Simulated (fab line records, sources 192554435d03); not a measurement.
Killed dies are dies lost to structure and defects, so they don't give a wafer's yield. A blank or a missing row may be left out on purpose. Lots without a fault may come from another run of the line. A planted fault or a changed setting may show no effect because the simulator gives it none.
fab line records | flow n5_finfet | part 2 of 2: steps 5 to 6 of 6
record lots=21 wafers=63 last_day=18
route steps=1938 shown BEOL_M11@1572 BEOL_M12@1615
lots that met no fault: from a run of the same line without faults
start_h: hours from the record's first day to the start of the lot's first wafer shown | wait_h: hours since the lot's step before | " the same as in the row above | L1.1+2: a row that stands for several wafers | - no value, or no start given | * or withheld: withheld | < > ~ a bound
route shown NAME@n: a module of which the file shows steps, and the number in the route of the first | usual: mean/standard deviation of fault-free wafers | same: alike in all rows | chamber/n: place in a boat | sites: the reading at each site | _std_site: their standard deviation | _edge_site: outer sites' mean less inner sites' | radius_mm: how far each site lies from the wafer's centre | mask NAME#n: copy n | behind: the tool/chamber that last shaped the wafer | hold: why the lot was held/for how many hours/how that ended | device: the transistor (n, p or np) that didn't switch | end of line: the same wafers' tests at the end of the route | a step without rows: its recipe alone | killed: dies lost to structure and defects at the first sort, not the wafer's yield | map: a wafer's dies, x killed, . not, _ none there
set.NAME: the setting as run; set.NAME@STEP: as run at that earlier step | model.NAME: the simulator's own value behind a step, which no gauge read
steps of the route over a sample of lots; a table a step, a row a wafer
services: from which hour (start_h, from the record's first day; less than 0 if before it) a tool's chamber was out of use, for how many hours, and why
## steps
# step N5_BEOL_M12_SPUTTER_44
# recipe material=Ta target_thk_a=100 temp_c=50 bias_v=80 power_w=15000 chamber_pressure_pa=0.07 time_s=16.13
# usual substrate_temp_c=50.01/0.12 throttle_valve_pct=30.2/0.94
# columns lot.wafer tool chamber start_h wait_h substrate_temp_c throttle_valve_pct
L074.2 pvd_sputter-03 - 229.26 0.0 50.05 30.0
L074.4 " - " " 50.03 29.8
L074.6 " - " " 49.95 29.6
L075.1 pvd_sputter-01 - 254.11 0.0 49.90 31.9
L075.4 " - " " 50.11 29.9
L075.6 " - " " 50.00 29.7
L076.3 pvd_sputter-03 - 266.97 0.0 49.84 30.6
L076.5 " - " " 50.09 30.0
L076.6 " - " " 50.13 30.5
L078.1 pvd_sputter-03 - 276.14 0.0 50.02 30.5
L078.3 " - " " 50.04 29.7
L078.4 " - " " 50.06 30.1
L080.2 pvd_sputter-01 - 293.10 0.0 50.16 32.0
L080.3 " - " " 50.18 31.0
L080.6 " - " " 49.99 29.9
L082.4 pvd_sputter-02 - 293.12 0.0 50.04 28.9
L082.5 " - " " 49.71 30.5
L082.6 " - " " 50.06 31.1
L079.1 pvd_sputter-01 - 293.50 0.0 50.09 32.0
L079.3 " - " " 49.94 30.7
L079.4 " - " " 50.00 29.7
L085.2 pvd_sputter-03 - 300.40 0.0 50.28 30.8
L085.3 " - " " 50.04 30.1
L085.5 " - " " 50.23 30.2
L081.3 pvd_sputter-01 - 302.47 0.0 49.79 30.9
L081.5 " - " " 49.97 29.5
L081.6 " - " " 49.81 29.8
L083.4 pvd_sputter-02 - 307.43 0.0 50.07 28.0
L083.5 " - " " 50.07 28.9
L083.6 " - " " 50.22 30.8
L084.3 pvd_sputter-02 - 309.76 0.0 50.00 28.1
L084.4 " - " " 50.11 28.5
L084.5 " - " " 50.01 28.0
L087.1 pvd_sputter-03 - 312.76 0.0 50.02 30.3
L087.3 " - " " 50.10 30.9
L087.6 " - " " 49.96 30.2
L088.2 pvd_sputter-03 - 316.82 0.0 49.96 30.3
L088.4 " - " " 50.23 30.0
L088.5 " - " " 50.03 30.8
L086.1 pvd_sputter-01 - 317.40 0.0 49.92 32.0
L086.3 " - " " 49.92 29.9
L086.5 " - " " 50.07 29.7
L093.2 pvd_sputter-02 - 357.42 0.0 50.03 28.2
L093.3 " - " " 49.92 28.6
L093.5 " - " " 50.32 28.7
L091.3 pvd_sputter-02 - 357.98 0.0 50.00 31.0
L091.5 " - " " 49.81 30.6
L091.6 " - " " 49.89 28.8
L092.2 pvd_sputter-01 - 364.21 0.0 50.08 30.1
L092.3 " - " " 50.02 31.0
L092.6 " - " " 49.98 32.0
L094.1 pvd_sputter-01 - 364.73 0.0 50.03 29.6
L094.5 " - " " 49.85 30.9
L094.6 " - " " 49.97 29.8
L095.1 pvd_sputter-02 - 387.50 0.0 50.03 27.9
L095.4 " - " " 50.07 30.7
L095.5 " - " " 50.19 28.9
L096.1 pvd_sputter-01 - 398.14 0.0 49.89 32.2
L096.2 " - " " 50.04 29.7
L096.5 " - " " 50.21 30.2
L097.2 pvd_sputter-03 - 400.64 0.0 49.93 29.6
L097.3 " - " " 49.84 30.5
L097.5 " - " " 50.15 29.5
# step N5_BEOL_M12_DEP_53
# recipe material=SiCN target_thk_a=300 temp_c=withheld precursor=3MS/NH3 pressure_torr=3 rf_w=675 time_s=10.5
# usual chamber_pressure_Torr=2.999/0.0067 showerhead_plenum_p_Torr=4.152/0.02 throttle_valve_pct=18.2/1
# columns lot.wafer tool chamber start_h wait_h chamber_pressure_Torr showerhead_plenum_p_Torr since_wet_clean_h throttle_valve_pct
L074.2 pecvd-02 2 230.26 0.0 2.995 4.115 333 17.3
L074.4 " 2 " " 3.005 4.122 - 17.2
L074.6 " 1 " " 2.989 4.209 - 18.3
L075.1 pecvd-01 0 255.10 0.0 2.996 4.149 959 19.0
L075.4 " 1 " " 3.009 4.152 - 16.2
L075.6 " 2 " " 3.006 4.123 - 17.0
L076.3 pecvd-03 0 268.04 0.0 3.001 4.161 - 18.8
L076.5 " 2 " " 2.997 4.151 - 17.9
L076.6 " 0 " " 3.006 4.167 - 18.8
L078.1 pecvd-01 2 277.66 0.0 3.000 4.123 220 17.4
L078.3 " 1 " " 2.989 4.152 622 16.5
L078.4 " 2 " " 2.994 4.120 - 16.9
L080.2 pecvd-03 1 294.09 0.0 2.995 4.159 2085 19.9
L080.3 " 2 " " 3.002 4.146 606 18.2
L080.6 " 2 " " 3.007 4.149 - 17.8
L082.4 pecvd-03 1 294.38 0.0 2.995 4.164 - 19.7
L082.5 " 0 " " 2.997 4.145 - 18.9
L082.6 " 2 " " 3.013 4.148 - 18.1
L079.1 pecvd-03 1 294.75 0.0 2.994 4.167 2086 19.8
L079.3 " 0 " " 3.014 4.165 1361 18.6
L079.4 " 1 " " 3.005 4.164 - 19.9
L085.2 pecvd-03 0 301.40 0.0 3.007 4.151 1368 18.6
L085.3 " 1 " " 2.995 4.158 2093 19.9
L085.5 " 1 " " 2.995 4.157 - 19.8
L081.3 pecvd-03 0 303.47 0.0 3.009 4.160 1370 18.8
L081.5 " 1 " " 3.005 4.154 - 19.7
L081.6 " 0 " " 3.006 4.162 - 18.5
L083.4 pecvd-01 1 308.44 0.0 2.994 4.149 - 16.1
L083.5 " 0 " " 2.993 4.136 - 19.4
L083.6 " 2 " " 3.004 4.122 - 17.3
L084.3 pecvd-03 1 311.38 0.0 3.001 4.165 2103 19.8
L084.4 " 2 " " 2.999 4.140 - 17.9
L084.5 " 1 " " 2.994 4.165 - 19.9
L087.1 pecvd-02 2 314.18 0.0 2.996 4.122 417 17.1
L087.3 " 1 " " 2.993 4.200 1924 18.5
L087.6 " 2 " " 2.996 4.118 - 17.3
L088.2 pecvd-03 2 317.82 0.0 2.999 4.147 630 18.1
L088.4 " 1 " " 2.997 4.152 - 19.8
L088.5 " 0 " " 3.009 4.154 - 18.6
L086.1 pecvd-01 2 318.39 0.0 3.011 4.114 261 17.4
L086.3 " 1 " " 3.000 4.153 663 16.5
L086.5 " 1 " " 3.006 4.152 - 16.5
L093.2 pecvd-03 1 358.43 0.0 2.998 4.160 2150 19.7
L093.3 " 0 " " 2.992 4.156 1425 18.5
L093.5 " 0 " " 2.991 4.153 - 18.7
L091.3 pecvd-03 1 359.22 0.0 2.994 4.150 2151 19.8
L091.5 " 2 " " 3.002 4.151 - 18.0
L091.6 " 1 " " 2.995 4.153 - 19.8
L092.2 pecvd-01 0 365.34 0.0 3.003 4.135 1069 19.2
L092.3 " 1 " " 2.993 4.141 710 16.6
L092.6 " 1 " " 2.988 4.159 - 16.6
L094.1 pecvd-03 2 365.73 0.0 2.996 4.153 678 18.0
L094.5 " 1 " " 2.995 4.151 - 20.0
L094.6 " 2 " " 3.004 4.143 - 17.9
L095.1 pecvd-02 1 388.51 0.0 2.997 4.210 1999 18.2
L095.4 " 1 " " 2.995 4.218 - 18.1
L095.5 " 0 " " 2.994 4.160 - 17.9
L096.1 pecvd-01 1 399.15 0.0 3.000 4.162 744 16.7
L096.2 " 0 " " 3.002 4.139 1103 19.3
L096.5 " 1 " " 3.010 4.163 - 16.4
L097.2 pecvd-02 1 401.87 0.0 3.005 4.212 2012 18.5
L097.3 " 0 " " 3.007 4.158 1287 17.6
L097.5 " 2 " " 3.003 4.130 - 17.6
## services
# columns tool chamber start_h hours kind
rie_diel-04 0 204.06 8.8 repair
plasma_asher-02 - 206.24 2.8 pm
rie_diel-05 - 220.37 0.1 repair
plasma_asher-02 - 222.88 3.7 repair
pecvd-03 1 241.93 22.3 repair
rie_diel-05 - 242.12 2.8 pm
rie_diel-05 0 249.32 13.7 repair
rie_diel-02 1 257.11 6.0 repair
rie_diel-01 1 266.36 5.0 repair
rie_diel-04 0 284.54 18.3 repair
pecvd-01 - 293.53 14.6 pm
rie_diel-02 3 293.80 6.4 repair
plasma_asher-01 - 295.86 2.8 pm
pvd_sputter-02 - 310.46 4.5 repair
rie_diel-03 0 318.87 4.7 repair
rie_diel-03 0 325.59 3.4 repair
pvd_sputter-03 - 330.58 2.5 repair
pvd_sputter-03 - 333.25 7.2 repair
rie_diel-04 1 350.14 7.9 repair
pecvd-03 - 361.79 0.8 repair
rie_diel-01 0 368.40 6.1 repair
rie_diel-04 0 378.54 9.7 repair
pvd_sputter-01 - 379.91 5.9 repair
pvd_sputter-01 - 398.43 1.6 repair
